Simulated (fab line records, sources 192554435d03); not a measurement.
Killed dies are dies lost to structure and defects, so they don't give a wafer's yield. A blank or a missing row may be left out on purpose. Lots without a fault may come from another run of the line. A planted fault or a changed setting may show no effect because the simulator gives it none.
Chamber matching | flow n5_finfet | N5_ILD0_CMP_12 on cmp-01: 4 sister chambers
The step polishes SiNx, stops on poly-Si, t overpolish 6 s, target thk 17.67 nm. 4 wafers are shown with their chamber, then 7 later ones without.

WAFERS WITH THEIR CHAMBER
wafer  | chamber | motor_current_A (A)
L079.4 | 3       | 9.3
L082.6 | 1       | 9.6
L086.3 | 2       | 8.9
L086.4 | 0       | 9.3

WAFERS WITHOUT THEIR CHAMBER
wafer  | motor_current_A (A)
L086.5 | 8.9
L087.1 | 8.8
L087.4 | 9.3
L087.5 | 9.6
L096.2 | 9.0
L096.4 | 8.8
L096.6 | 8.6

WHICH CHAMBER EACH WENT THROUGH
wafer  | from the rows above          | in truth
L086.5 | 2                            | 2
L087.1 | 2                            | 2
L087.4 | can't be placed: 0 or 3      | 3
L087.5 | 1                            | 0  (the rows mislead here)
L096.2 | can't be placed: 2 or 0 or 3 | 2
L096.4 | 2                            | 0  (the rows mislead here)
L096.6 | 2                            | 2
Placed correctly: 3 of 7. Can't be placed from these rows: 2 (the true chamber is among the candidates in 2). Placed wrongly: 2.
How it was worked out, from the rows above alone: a wafer's distance from a chamber is the root of the sum, over the readings, of the square of ((its reading less the chamber's mean) divided by the reading's scatter). The wafer belongs to the nearest chamber; if the next one is less than 2 further off, it can't be placed. A chamber's mean is the mean of its shown wafers. The scatter: with one shown wafer a chamber, the root of the mean of the squares of how far each hidden wafer lies from its nearest shown one.
